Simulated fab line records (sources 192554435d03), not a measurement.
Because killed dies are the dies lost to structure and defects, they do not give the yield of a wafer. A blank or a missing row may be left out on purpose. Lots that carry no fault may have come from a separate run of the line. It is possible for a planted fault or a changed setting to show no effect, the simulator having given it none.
A struck lot beside a sound one :: flow n5Finfet :: 37 steps out of a route of 1938
Sound: these wafers, L179.1, L179.3, L179.4. Wafers L172.1, L172.2, L172.3 were the ones struck. At the end, the cause is stated.
At each step with rows: each side's tool, then ch and its chambers, then its first start. Under that, the readings that differ: sound wafers :: struck wafers :: difference of the means :: sigmas: that difference in standard deviations of wafers without a fault.
alike: words and numbers the same on both sides, and readings whose means are apart by under 2 such deviations; not compared: readings that were withheld, readings missing a value for some wafer, numbers with overlapping values and no deviation given by the record, and bounds like >300 which may hide the same value.
A row with sigmas, a row that says differs or no value, or rows on one side alone: a step with any of these is where the two part. When numbers do not overlap yet have no deviation, they are printed without sigmas and do not part them. A reading that every wafer of one side lacks parts them only if that side has two wafers or more.

first, 9 steps without rows for these wafers: N5_BEOL_M4_ANNEAL_95 (time 240 s); N5_BEOL_M4_SPUTTER_96 (material Cu, target thk 4.5 nm, time 8.29 s); N5_BEOL_M4_ECD_50 (material Cu, target thk 300 nm); N5_BEOL_M4_ANNEAL_51 (time 90 s); N5_BEOL_M4_CMP_52 (polishes, stops on SiOC, t overpolish 6.8 s, target thk 40 nm); N5_BEOL_M4_PRE_CLEAN_60 (time 15 s); N5_BEOL_M4_CO_CAP_55 (material Co, precursor CCTBA/H2, target thk 2 nm, time 102.1 s); N5_BEOL_M4_PRE_CLEAN_56 (time 15 s); N5_BEOL_M4_DEP_57 (deposits SiCN from 3MS/NH3, target thk 8 nm, time 14 s).
N5_BEOL_M4_RC_MEAS_101:
  sound on prober-02 ch 0, day 12 01:48; struck on prober-01 ch 0, day 9 22:02
  alike: DIBL_N, DIBL_P, IOFF_N, IOFF_P, ION_N, ION_P, SS_N, SS_P, VT_N, VT_P
then, 24 steps without rows for these wafers: N5_BEOL_M5_ILD_DEP_00 (deposits SiCOH lowk from DEMS/porogen, target thk 140.64 nm, time 25.9 s); N5_BEOL_M5_CURE_79 (cures SiCOH lowk, time 240 s); N5_BEOL_M5_PECVD_70 (deposits SiO2 from TEOS/O2, target thk 16 nm, time 18 s); N5_BEOL_M5_HM_DEP_02 (deposits TiN, target thk 20 nm); N5_BEOL_M5_COAT_59 (time 60 s, resist thk 60 nm); N5_BEOL_M5_COAT_60 (time 60 s, resist thk 12 nm); N5_BEOL_M5_COAT_71 (time 60 s, resist thk 5 nm); N5_BEOL_M5_COAT_05 (resist thk 30 nm); N5_BEOL_M5_EBR_07; N5_BEOL_M5_SOFTBAKE_06 (time 60 s); N5_BEOL_M5_EXPOSE_08 (exposes mask M5, target cd 28 nm); N5_BEOL_M5_PEB_09 (peb time 60 s); N5_BEOL_M5_DEVELOP_10 (develop time 30 s); N5_BEOL_M5_DESCUM_16 (chemistry O2, time 7 s); N5_BEOL_M5_ETCH_72 (etches underlayer in N2/H2, target depth 6.5 nm, time 5.2 s); N5_BEOL_M5_ETCH_61 (etches SiARC in CF4, target depth 15.6 nm, time 26 s); N5_BEOL_M5_ETCH_62 (etches SOC in N2/H2, target depth 75 nm, overetch 15 nm, time 112.5 s); N5_BEOL_M5_STRIP_63 (strips in N2/H2); N5_BEOL_M5_STRIP_73 (strips in N2/H2); N5_BEOL_M5_STRIP_64 (strips in CF4); N5_BEOL_M5_HM_OPEN_17 (chemistry Cl2/BCl3, target TiN, target depth 20 nm, overetch 6 nm); N5_BEOL_M5_STRIP_19 (strips in O2); N5_BEOL_M5_COAT_65 (time 60 s, resist thk 60 nm); N5_BEOL_M5_COAT_66 (time 60 s, resist thk 12 nm).
-- here the record skips 3 days between the struck wafers' starts before and after, leaving off in module BEOL_M5 and picking up in module BEOL_M12 (first step shown: number 1648 of the route) --
N5_BEOL_M12_SPUTTER_43: material TaN, target thk 15 nm, time 24.19 s.
  sound on pvdSputter-03, day 15 11:44; struck on pvdSputter-03, day 13 02:45
  no value came back on the struck wafers for biasV (V), cathodeDcPowerW (W), throttleValvePct (%); on the sound wafers biasV (V) reads 167.0 169.7 170.8
N5_BEOL_M12_CMP_49: polishes, stops on SiOC, t overpolish 20.6 s, target thk 320 nm.
  sound on cmp-04 ch 0,1,3, day 15 12:26; struck on cmp-04 ch 0,2,3, day 13 03:28
reading: barrierFieldEndpointS (s)
sound: 29.4 29.3 29.4
struck: 12.2 12.3 12.2
difference: -17.1
sigmas: -23

reading: model.Cu_of_BEOL_M12_ECD_47.thkNm (nm)
sound: 319.6 320.4 326.4
struck: 333.8 340.4 338.2
difference: +15.3
sigmas: 
  alike: motorCurrentA, slurryFilterDpKPa
N5_PASSIVATION_PROBE_49:
  sound on prober-02, day 17 07:38; struck on prober-02, day 15 00:19
reading: defectLimitedYield (%)
sound: 91.1 90.5 91.4
struck: 83.3 82.3 82.0
difference: -8.5
sigmas: -6

reading: killed_at_M4_up
sound: 19 24 17
struck: 98 113 100
difference: +84
sigmas: +17

reading: killedDies
sound: 105 112 102
struck: 197 209 212
difference: +100
sigmas: +6

reading: killedOnRim
sound: 14 13 15
struck: 58 44 48
difference: +36
sigmas: +9

reading: sort_bin_5_function (%)
sound: 5.2 5.4 5.2
struck: 13.3 14.3 13.8
difference: +8.5
sigmas: +9

reading: sortNPass
sound: 1075 1068 1078
struck: 983 971 968
difference: -100
sigmas: -6

reading: sortYieldPct (%)
sound: 91.1 90.5 91.4
struck: 83.3 82.3 82.0
difference: -8.5
sigmas: -6
  alike: killed_at_M0_to_M3, killedAtContacts, killedAtFrontEnd, killedAtOther, killedOpen, killedShort, sort_bin_6_memory

== WHERE THEY PART ==
Earliest at N5_BEOL_M12_SPUTTER_43; latest, in this record, at N5_PASSIVATION_PROBE_49.

WHY: what had been put in by the simulator
Beginning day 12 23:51, the whole step at N5_BEOL_M12_SPUTTER_43 was skipped on pvdSputter-03. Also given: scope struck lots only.
